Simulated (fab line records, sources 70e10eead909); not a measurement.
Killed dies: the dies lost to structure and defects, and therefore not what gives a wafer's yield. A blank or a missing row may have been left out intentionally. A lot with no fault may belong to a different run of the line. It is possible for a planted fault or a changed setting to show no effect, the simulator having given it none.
Which tool was responsible? / flow nand harc / 39 wafers from 13 lots sampled at 4 of the route's 1159 steps

WHAT EACH GAUGE READ, for each wafer
NHARC_P_GATE_INSPECT_28.
lot=L586; measured=day 5 02:31; on=defect inspect-01; raw defect count=4 8 4
lot=L587; measured=day 5 09:13; on=defect inspect-02; raw defect count=11 12 12
lot=L588; measured=day 5 20:20; on=defect inspect-01; raw defect count=9 9 9
lot=L589; measured=day 6 07:19; on=defect inspect-01; raw defect count=3 3 7
lot=L592; measured=day 6 18:10; on=defect inspect-02; raw defect count=9 8 9
lot=L594; measured=day 6 23:57; on=defect inspect-01; raw defect count=5 7 6
lot=L600; measured=day 8 13:49; on=defect inspect-01; raw defect count=7 12 11
lot=L601; measured=day 8 23:57; on=defect inspect-01; raw defect count=7 7 6
lot=L604; measured=day 9 10:11; on=defect inspect-01; raw defect count=3 8 4
lot=L603; measured=day 9 11:12; on=defect inspect-01; raw defect count=5 11 8
lot=L605; measured=day 10 00:01; on=defect inspect-02; raw defect count=12 14 7
lot=L607; measured=day 10 03:02; on=defect inspect-01; raw defect count=2 4 4
lot=L606; measured=day 10 03:11; on=defect inspect-02; raw defect count=3 2 4

NHARC_P_GATE_CD_MEAS_59: target cd 720 nm.
lot=L586; measured=day 5 16:50; on=cd sem-01; cd nm (nm)=720.2 719.8 720.2
lot=L587; measured=day 5 22:59; on=cd sem-02; cd nm (nm)=718.5 719.8 719.5
lot=L588; measured=day 6 12:10; on=cd sem-02; cd nm (nm)=719.1 721.3 721.3
lot=L589; measured=day 6 21:05; on=cd sem-03; cd nm (nm)=719.6 717.5 718.9
lot=L592; measured=day 7 08:13; on=cd sem-01; cd nm (nm)=713.4 715.0 714.0
lot=L594; measured=day 7 13:58; on=cd sem-01; cd nm (nm)=720.0 720.0 719.6
lot=L600; measured=day 9 03:49; on=cd sem-01; cd nm (nm)=720.3 718.9 719.9
lot=L601; measured=day 9 13:41; on=cd sem-03; cd nm (nm)=717.6 720.7 718.7
lot=L604; measured=day 9 23:41; on=cd sem-02; cd nm (nm)=720.6 720.4 720.6
lot=L603; measured=day 10 03:50; on=cd sem-03; cd nm (nm)=718.7 719.8 719.9
lot=L605; measured=day 10 13:43; on=cd sem-03; cd nm (nm)=718.6 719.3 718.2
lot=L607; measured=day 10 17:26; on=cd sem-01; cd nm (nm)=718.3 716.0 718.6
lot=L606; measured=day 10 19:26; on=cd sem-02; cd nm (nm)=718.9 719.8 719.2

WHAT TOOL EACH LOT RAN ON (gives the tool, then ch and the chambers of the sampled wafers, and finally the start)
lot=L586; NHARC_P_GATE_ALD_36=ald sin-01 ch 1,2,3, day 5 06:24; NHARC_P_GATE_EXPOSE_56=krf scanner-02 ch 0, day 5 16:40
lot=L587; NHARC_P_GATE_ALD_36=ald sin-02 ch 0,2,3, day 5 11:53; NHARC_P_GATE_EXPOSE_56=krf scanner-01 ch 0, day 5 22:49
lot=L588; NHARC_P_GATE_ALD_36=ald sin-04 ch 0,1,3, day 5 21:46; NHARC_P_GATE_EXPOSE_56=krf scanner-02 ch 0, day 6 12:01
lot=L589; NHARC_P_GATE_ALD_36=ald sin-01 ch 0,2,3, day 6 08:43; NHARC_P_GATE_EXPOSE_56=krf scanner-03 ch 0, day 6 20:55
lot=L592; NHARC_P_GATE_ALD_36=ald sin-01 ch 0,1,2, day 6 21:57; NHARC_P_GATE_EXPOSE_56=krf scanner-01 ch 0, day 7 08:03
lot=L594; NHARC_P_GATE_ALD_36=ald sin-04 ch 0,3, day 7 02:28; NHARC_P_GATE_EXPOSE_56=krf scanner-02 ch 0, day 7 13:48
lot=L600; NHARC_P_GATE_ALD_36=ald sin-01 ch 0,2,3, day 8 18:35; NHARC_P_GATE_EXPOSE_56=krf scanner-02 ch 0, day 9 03:39
lot=L601; NHARC_P_GATE_ALD_36=ald sin-02 ch 0,1,3, day 9 04:36; NHARC_P_GATE_EXPOSE_56=krf scanner-03 ch 0, day 9 13:32
lot=L604; NHARC_P_GATE_ALD_36=ald sin-01 ch 0,2, day 9 12:38; NHARC_P_GATE_EXPOSE_56=krf scanner-01 ch 0, day 9 23:32
lot=L603; NHARC_P_GATE_ALD_36=ald sin-04 ch 2,3, day 9 16:19; NHARC_P_GATE_EXPOSE_56=krf scanner-02 ch 0, day 10 03:41
lot=L605; NHARC_P_GATE_ALD_36=ald sin-01 ch 2,3, day 10 01:20; NHARC_P_GATE_EXPOSE_56=krf scanner-03 ch 0, day 10 13:34
lot=L607; NHARC_P_GATE_ALD_36=ald sin-02 ch 0,2,3, day 10 04:58; NHARC_P_GATE_EXPOSE_56=krf scanner-02 ch 0, day 10 17:16
lot=L606; NHARC_P_GATE_ALD_36=ald sin-04 ch 0,2, day 10 05:04; NHARC_P_GATE_EXPOSE_56=krf scanner-03 ch 0, day 10 19:16
- NHARC_P_GATE_ALD_36: deposits SiNx, target thk 20 nm, pulse time 60 s, ald cycles 223.
- NHARC_P_GATE_EXPOSE_56: exposes mask P PSD, target cd 720 nm.

WHAT THE TOOLS THEMSELVES READ (means of the sampled wafers that have a number; where no wafer has one, the mark that the record gives instead)
NHARC_P_GATE_ALD_36.
lot=L586; tool=ald sin-01; heater power w (W)=835; precursor pulse height rel=1.011
lot=L587; tool=ald sin-02; heater power w (W)=768; precursor pulse height rel=0.973
lot=L588; tool=ald sin-04; heater power w (W)=755; precursor pulse height rel=0.998
lot=L589; tool=ald sin-01; heater power w (W)=823; precursor pulse height rel=0.999
lot=L592; tool=ald sin-01; heater power w (W)=872; precursor pulse height rel=0.997
lot=L594; tool=ald sin-04; heater power w (W)=770; precursor pulse height rel=1.020
lot=L600; tool=ald sin-01; heater power w (W)=812; precursor pulse height rel=0.993
lot=L601; tool=ald sin-02; heater power w (W)=781; precursor pulse height rel=0.980
lot=L604; tool=ald sin-01; heater power w (W)=853; precursor pulse height rel=0.998
lot=L603; tool=ald sin-04; heater power w (W)=813; precursor pulse height rel=0.982
lot=L605; tool=ald sin-01; heater power w (W)=781; precursor pulse height rel=1.014
lot=L607; tool=ald sin-02; heater power w (W)=760; precursor pulse height rel=1.007
lot=L606; tool=ald sin-04; heater power w (W)=698; precursor pulse height rel=1.010

THE ANSWER, worked out from the rows above alone
Rule: the lots themselves supply what counts as usual. The widest of any qualifying gaps counts: lots, ordered by their means at a reading, are off when they make up no more than a third of the lots, leave a main group of 4 or more, and stand apart from it by 3 or more times the standard deviation of that group's means. If all means in a main group match to the digits the tables above print for the reading, that group is not used. Also off: a lot with no number at a reading for which 4 or more lots have one. Where the step has rows for the other lots, those lots are counted as sound. Order of review: gauges by route order, followed by the tools' own readings, for which a lot's mean as printed above is used. At the first step where some lot is off, the reading lying furthest off is the one used; lots without a number count as furthest.
Off: L592, at NHARC_P_GATE_CD_MEAS_59 (cd nm). For the main group the mean is 719.4 nm and the standard deviation 0.8.
If a tool, at a process step before that reading, ran all the lots that are off and no sound lot after the first of them, it fits. Those tools and the gauges at NHARC_P_GATE_CD_MEAS_59 are tried in the same way. None of those tried fits.

WHAT THE SIMULATOR HAD PUT IN
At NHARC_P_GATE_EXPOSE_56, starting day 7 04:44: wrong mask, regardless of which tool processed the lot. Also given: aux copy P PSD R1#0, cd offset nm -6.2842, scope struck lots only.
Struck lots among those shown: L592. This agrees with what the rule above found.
